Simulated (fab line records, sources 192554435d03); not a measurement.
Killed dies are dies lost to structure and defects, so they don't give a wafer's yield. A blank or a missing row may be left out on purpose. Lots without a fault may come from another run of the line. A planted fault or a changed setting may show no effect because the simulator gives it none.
Split-lot experiment | flow n5_finfet | 7 lots, 21 wafers read, on a route of 1938 steps

THE SPLIT
At N5_BEOL_M10_EXPOSE_08 (exposes mask M10), the setting dose_mj was moved away from the recipe's 53.75 on 8 of the 21 wafers read, by -4.8% to +2.2%. The other wafers ran this setting at the recipe's value.

FROM THE SPLIT TO THE READING: what the file shows between them, 2 steps
- N5_BEOL_M10_PEB_09: peb time 60 s
- N5_BEOL_M10_DEVELOP_10: develop time 30 s

THE READING
cd_nm, in nm, at N5_BEOL_M10_CD_MEAS_11 (target cd 64.1 nm). Fault-free wafers of this fab line usually give 63.8 nm, standard deviation 0.69 nm.

wafer  | tool, chamber at the split | dose_mj as run | against the recipe | cd_nm, nm | against lot-mates on the recipe
L077.1 | arfi_scanner-01, 0         | 53.75          | recipe             | 63.5      | -
L077.2 | arfi_scanner-01, 0         | 53.75          | recipe             | 63.5      | -
L077.3 | arfi_scanner-01, 0         | 53.75          | recipe             | 64.4      | -
L078.3 | arfi_scanner-02, 0         | 53.75          | recipe             | 64.9      | -
L078.4 | arfi_scanner-02, 0         | 51.16          | -4.8%              | 62.4      | -2.2
L078.5 | arfi_scanner-02, 0         | 53.75          | recipe             | 64.2      | -
L079.2 | arfi_scanner-03, 0         | 51.68          | -3.9%              | 61.2      | -1.9
L079.4 | arfi_scanner-03, 0         | 51.68          | -3.9%              | 60.6      | -2.5
L079.5 | arfi_scanner-03, 0         | 53.75          | recipe             | 63.1      | -
L080.3 | arfi_scanner-02, 0         | 54.91          | +2.2%              | 64.3      | +0.6
L080.4 | arfi_scanner-02, 0         | 53.75          | recipe             | 63.7      | -
L080.5 | arfi_scanner-02, 0         | 54.91          | +2.2%              | 64.1      | +0.4
L091.4 | arfi_scanner-03, 0         | 53.75          | recipe             | 63.0      | -
L091.5 | arfi_scanner-03, 0         | 53.75          | recipe             | 63.3      | -
L091.6 | arfi_scanner-03, 0         | 54.8           | +2.0%              | 63.8      | +0.6
L094.2 | arfi_scanner-03, 0         | 53.75          | recipe             | 64.4      | -
L094.3 | arfi_scanner-03, 0         | 53.75          | recipe             | 64.6      | -
L094.4 | arfi_scanner-03, 0         | 53.75          | recipe             | 63.8      | -
L095.2 | arfi_scanner-02, 0         | 53.75          | recipe             | 62.9      | -
L095.3 | arfi_scanner-02, 0         | 51.34          | -4.5%              | 61.6      | -1.3
L095.5 | arfi_scanner-02, 0         | 51.34          | -4.5%              | 61.6      | -1.3

THE FIT
A straight line over all 21 wafers: cd_nm changes by +0.448 nm for each +1% of dose_mj; r = +0.82; the points scatter about the line by 0.7 nm.
The same after taking each lot's own level away (the mean of its wafers on the recipe; 21 wafers): +0.388 nm for each +1%; r = +0.91; scatter 0.39 nm.
On that fit, the largest move of dose_mj shifts the reading by 1.9 nm.
The lots' own levels span 62.90 to 64.55 nm, that is 2.4 times the standard deviation above.
So the lot-to-lot level changes the slope: the two fits differ.
Check: with one of the wafers moved furthest among these (-4.8%) left out of the fit, the line predicts -1.89 nm for it against its lot-mates. It came out at -2.15 nm against them.

OTHER SPLITS ON THESE WAFERS
These wafers also went through other splits before the reading. Each is held against what the fit with the lots' levels taken away leaves over:
other split on the same wafers | wafers away from the commonest value | r with cd_nm (lot level and that fit taken away)
N5_BEOL_M7_EXPOSE_25 dose_mj   | 9                                    | +0.56
N5_BEOL_M8_ALD_77 ald_cycles   | 11                                   | -0.23
N5_BEOL_M9_EXPOSE_08 dose_mj   | 7                                    | -0.04
N5_BEOL_M9_ETCH_62 time_s      | 10                                   | -0.21

THE WHOLE CHAIN: every reading that the file lists as answering this split, in the file's order
step                   | what it does                                       | reading                                                                | change (the file's fit)               | r (the file's)
N5_BEOL_M10_CD_MEAS_11 | target cd 64.1 nm                                  | cd_nm                                                                  | +0.408 nm for each +1% of the setting | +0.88
N5_BEOL_M10_ETCH_61    | etches SiARC in CF4, target depth 39 nm, time 65 s | BEOL_M10.cd_offset_nm (the simulator's own value, which no gauge read) | +0.463 nm for each +1% of the setting | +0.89

THE FILE'S OWN FIT
cd_nm changes by +0.408 nm for each +1% of dose_mj, r = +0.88.
